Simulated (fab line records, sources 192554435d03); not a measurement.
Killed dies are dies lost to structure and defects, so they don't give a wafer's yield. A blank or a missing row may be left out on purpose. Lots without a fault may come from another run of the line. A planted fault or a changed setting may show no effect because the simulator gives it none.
Split-lot experiment | flow n5_finfet | 7 lots, 21 wafers read, on a route of 1938 steps

THE SPLIT
At N5_BEOL_M0_SAQP_PECVD_03 (deposits SiCN from 3MS/NH3, target thk 12 nm, time 21.1 s), the setting time_s was moved away from the recipe's 21.1 s on 6 of the 21 wafers read, by -14.6% to +7.4%. The other wafers ran this setting at the recipe's value.

FROM THE SPLIT TO THE READING: what the file shows between them, 5 steps
- N5_BEOL_M0_SAQP_EXPOSE_11: exposes mask M0 CORE, target cd 42 nm (also split here: dose_mj)
- N5_BEOL_M0_SAQP_PEB_12: peb time 60 s
- N5_BEOL_M0_SAQP_DEVELOP_13: develop time 30 s
- N5_BEOL_M0_SAQP_ETCH_101: etches SiNx in CH3F/O2, target depth 29.9 nm, time 42.7 s
- N5_BEOL_M0_SAQP_ETCH_102: etches SiO2 in CF4, target depth 4 nm, time 4.4 s

THE READING
SiCN_of_BEOL_M0_SAQP_PECVD_03.thk_nm (the simulator's own value, which no gauge read), in nm, at N5_BEOL_M0_SAQP_MANDREL_ETCH_103 (etches a-Si in HBr/Cl2, stops on SiCN, target depth 45 nm, bt time 10 s, time 27 s). The file gives no usual value for it. The 15 wafers here that ran the recipe average 8.8 nm, standard deviation 0.23 nm.

wafer  | tool, chamber at the split | time_s as run, s | against the recipe | SiCN_of_BEOL_M0_SAQP_PECVD_03.thk_nm, nm | against lot-mates on the recipe
L076.2 | pecvd-02, 2                | 21.1             | recipe             | 8.6                                      | -
L076.3 | pecvd-02, 1                | 21.1             | recipe             | 8.4                                      | -
L076.6 | pecvd-02, 0                | 21.1             | recipe             | 8.8                                      | -
L077.2 | pecvd-02, 1,2              | 21.1             | recipe             | 8.6                                      | -
L077.5 | pecvd-02, 1                | 21.1             | recipe             | 9                                        | -
L077.6 | pecvd-02, 1,2              | 21.1             | recipe             | 8.8                                      | -
L084.2 | pecvd-02, 2                | 21.1             | recipe             | 8.4                                      | -
L084.4 | pecvd-02, 2                | 19.27            | -8.7%              | 7.8                                      | -0.8
L084.6 | pecvd-02, 1                | 21.1             | recipe             | 8.8                                      | -
L086.1 | pecvd-01, 1,0              | 18.38            | -12.9%             | 7.6                                      | -1.6
L086.5 | pecvd-01, 1,0              | 18.38            | -12.9%             | 7.6                                      | -1.6
L086.3 | pecvd-01, 0                | 21.1             | recipe             | 9.2                                      | -
L087.1 | pecvd-01, 0                | 20.27            | -3.9%              | 8.2                                      | -0.8
L087.2 | pecvd-01, 1                | 21.1             | recipe             | 9                                        | -
L087.5 | pecvd-01, 0                | 21.1             | recipe             | 9                                        | -
L094.1 | pecvd-02, 1                | 18.02            | -14.6%             | 6.8                                      | -1.8
L094.5 | pecvd-02, 0,2              | 21.1             | recipe             | 8.6                                      | -
L094.6 | pecvd-02, 0,2              | 21.1             | recipe             | 8.6                                      | -
L096.3 | pecvd-02, 1                | 21.1             | recipe             | 8.6                                      | -
L096.4 | pecvd-02, 0                | 22.66            | +7.4%              | 9.6                                      | +0.8
L096.6 | pecvd-02, 1                | 21.1             | recipe             | 9                                        | -
Where a row lists several chambers, the file gives one row for several wafers and doesn't say which wafer went through which chamber.

THE FIT
A straight line over all 21 wafers: SiCN_of_BEOL_M0_SAQP_PECVD_03.thk_nm changes by +0.109 nm for each +1% of time_s; r = +0.93; the points scatter about the line by 0.24 nm.
The same after taking each lot's own level away (the mean of its wafers on the recipe; 21 wafers): +0.12 nm for each +1%; r = +0.97; scatter 0.16 nm.
On that fit, the largest move of time_s shifts the reading by 1.7 nm.
The lots' own levels span 8.60 to 9.20 nm, that is 2.6 times the standard deviation above.
So the lot-to-lot level changes the slope little: the two slopes agree.
Check: with one of the wafers moved furthest among these (-14.6%) left out of the fit, the line predicts -1.75 nm for it against its lot-mates. It came out at -1.8 nm against them.

OTHER SPLITS ON THESE WAFERS
These wafers also went through other splits before the reading. Each is held against what the fit with the lots' levels taken away leaves over:
other split on the same wafers    | wafers away from the commonest value | r with SiCN_of_BEOL_M0_SAQP_PECVD_03.thk_nm (lot level and that fit taken away)
N5_SD_EPI_P_COAT_03 spin_rpm      | 4                                    | -0.19
N5_HKMG_FIN_HK_ALD_01 ald_cycles  | 6                                    | -0.16
N5_HKMG_FIN_COAT_06 spin_rpm      | 11                                   | -0.02
N5_HKMG_FIN_EXPOSE_09 dose_mj     | 8                                    | +0.22
N5_GATE_CUT_DESCUM_18 time_s      | 7                                    | -0.21
N5_GATE_CUT_ETCH_36 cf4_flow_sccm | 4                                    | +0.01
N5_BEOL_M0_SAQP_EXPOSE_11 dose_mj | 7                                    | -0.05

THE WHOLE CHAIN: every reading that the file lists as answering this split, in the file's order
step                             | what it does                                                                       | reading                                                                               | change (the file's fit)               | r (the file's)
N5_BEOL_M0_SAQP_PECVD_03         | deposits SiCN from 3MS/NH3, target thk 12 nm, time 21.1 s                          | SiCN_of_BEOL_M0_SAQP_PECVD_03.thk_nm (the simulator's own value, which no gauge read) | +0.109 nm for each +1% of the setting | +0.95
N5_BEOL_M0_SAQP_MANDREL_ETCH_103 | etches a-Si in HBr/Cl2, stops on SiCN, target depth 45 nm, bt time 10 s, time 27 s | SiCN_of_BEOL_M0_SAQP_PECVD_03.thk_nm (the simulator's own value, which no gauge read) | +0.12 nm for each +1% of the setting  | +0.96

THE FILE'S OWN FIT
SiCN_of_BEOL_M0_SAQP_PECVD_03.thk_nm changes by +0.12 nm for each +1% of time_s, r = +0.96.
